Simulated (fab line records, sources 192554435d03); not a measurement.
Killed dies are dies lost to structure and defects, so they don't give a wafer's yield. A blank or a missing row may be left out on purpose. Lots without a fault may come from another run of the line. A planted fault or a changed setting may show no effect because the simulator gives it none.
Split-lot experiment | flow n5_finfet | 7 lots, 21 wafers read, on a route of 1938 steps

THE SPLIT
At N5_GATE_CUT_DESCUM_18 (chemistry O2, time 7 s), the setting time_s was moved away from the recipe's 7 s on 9 of the 21 wafers read, by -20.9% to +18.1%. The other wafers ran this setting at the recipe's value.

FROM THE SPLIT TO THE READING: what the file shows between them, 1 step
- N5_GATE_CUT_ETCH_28: etches underlayer in N2/H2, target depth 13 nm, time 10.4 s

THE READING
CAR-EUV_of_GATE_CUT_COAT_07.thk_nm (the simulator's own value, which no gauge read), in nm, at N5_GATE_CUT_ETCH_36 (etches SiARC in CF4, target depth 13 nm, time 21.7 s). The file gives no usual value for it. The 12 wafers here that ran the recipe average 7.0 nm, standard deviation 0.14 nm.

wafer  | tool, chamber at the split | time_s as run, s | against the recipe | CAR-EUV_of_GATE_CUT_COAT_07.thk_nm, nm | against lot-mates on the recipe
L078.1 | rie_diel-01, 3,2,3         | 7                | recipe             | 7                                      | -
L078.4 | rie_diel-01, 3,2,3         | 7                | recipe             | 7                                      | -
L078.5 | rie_diel-01, 3,2,3         | 7                | recipe             | 7                                      | -
L085.2 | rie_diel-04, 2,3           | 7                | recipe             | 7                                      | -
L085.4 | rie_diel-04, 1             | 7                | recipe             | 7.2                                    | -
L085.6 | rie_diel-04, 2,3           | 7                | recipe             | 6.8                                    | -
L086.1 | rie_diel-03, 2,0           | 6.428            | -8.2%              | 7                                      | +0.4
L086.3 | rie_diel-03, 3             | 7                | recipe             | 6.6                                    | -
L086.6 | rie_diel-03, 2,0           | 6.428            | -8.2%              | 6.8                                    | +0.2
L087.2 | rie_diel-01, 3,2           | 5.539            | -20.9%             | 7.6                                    | +0.6
L087.3 | rie_diel-01, 3,2           | 5.539            | -20.9%             | 7.6                                    | +0.6
L087.6 | rie_diel-01, 3             | 7                | recipe             | 7                                      | -
L091.2 | rie_diel-03, 1,3           | 6.473            | -7.5%              | 7.4                                    | +0.4
L091.3 | rie_diel-03, 1,3           | 6.473            | -7.5%              | 7.2                                    | +0.2
L091.4 | rie_diel-03, 0             | 7                | recipe             | 7                                      | -
L095.1 | rie_diel-04, 2             | 7                | recipe             | 7                                      | -
L095.2 | rie_diel-04, 1             | 8.266            | +18.1%             | 6.4                                    | -0.6
L095.3 | rie_diel-04, 3             | 8.266            | +18.1%             | 6                                      | -1.0
L097.1 | rie_diel-03, 3,0           | 7                | recipe             | 6.8                                    | -
L097.2 | rie_diel-03, 3,0           | 7                | recipe             | 7                                      | -
L097.4 | rie_diel-03, 2             | 5.555            | -20.6%             | 7.8                                    | +0.9
Where a row lists several chambers, the file gives one row for several wafers and doesn't say which wafer went through which chamber.

THE FIT
A straight line over all 21 wafers: CAR-EUV_of_GATE_CUT_COAT_07.thk_nm changes by -0.0357 nm for each +1% of time_s; r = -0.90; the points scatter about the line by 0.18 nm.
The same after taking each lot's own level away (the mean of its wafers on the recipe; 21 wafers): -0.0379 nm for each +1%; r = -0.95; scatter 0.13 nm.
On that fit, the largest move of time_s shifts the reading by 0.79 nm.
The lots' own levels span 6.60 to 7.00 nm, that is 2.8 times the standard deviation above.
So the lot-to-lot level changes the slope little: the two slopes agree.
Check: with one of the wafers moved furthest among these (-20.9%) left out of the fit, the line predicts +0.812 nm for it against its lot-mates. It came out at +0.6 nm against them.

OTHER SPLITS ON THESE WAFERS
These wafers also went through other splits before the reading. Each is held against what the fit with the lots' levels taken away leaves over:
other split on the same wafers | wafers away from the commonest value | r with CAR-EUV_of_GATE_CUT_COAT_07.thk_nm (lot level and that fit taken away)
N5_SD_EPI_P_COAT_35 spin_rpm   | 7                                    | +0.23
N5_SDB_STRIP_22 power_w        | 12                                   | -0.17

THE WHOLE CHAIN: every reading that the file lists as answering this split, in the file's order
step                  | what it does                                                | reading                                                                             | change (the file's fit)                | r (the file's)
N5_GATE_CUT_DESCUM_18 | chemistry O2, time 7 s                                      | CAR-EUV_of_GATE_CUT_COAT_07.thk_nm (the simulator's own value, which no gauge read) | -0.0342 nm for each +1% of the setting | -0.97
N5_GATE_CUT_ETCH_28   | etches underlayer in N2/H2, target depth 13 nm, time 10.4 s | CAR-EUV_of_GATE_CUT_COAT_07.thk_nm (the simulator's own value, which no gauge read) | -0.0391 nm for each +1% of the setting | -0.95
N5_GATE_CUT_ETCH_36   | etches SiARC in CF4, target depth 13 nm, time 21.7 s        | CAR-EUV_of_GATE_CUT_COAT_07.thk_nm (the simulator's own value, which no gauge read) | -0.0383 nm for each +1% of the setting | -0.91

THE FILE'S OWN FIT
CAR-EUV_of_GATE_CUT_COAT_07.thk_nm changes by -0.0383 nm for each +1% of time_s, r = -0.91.
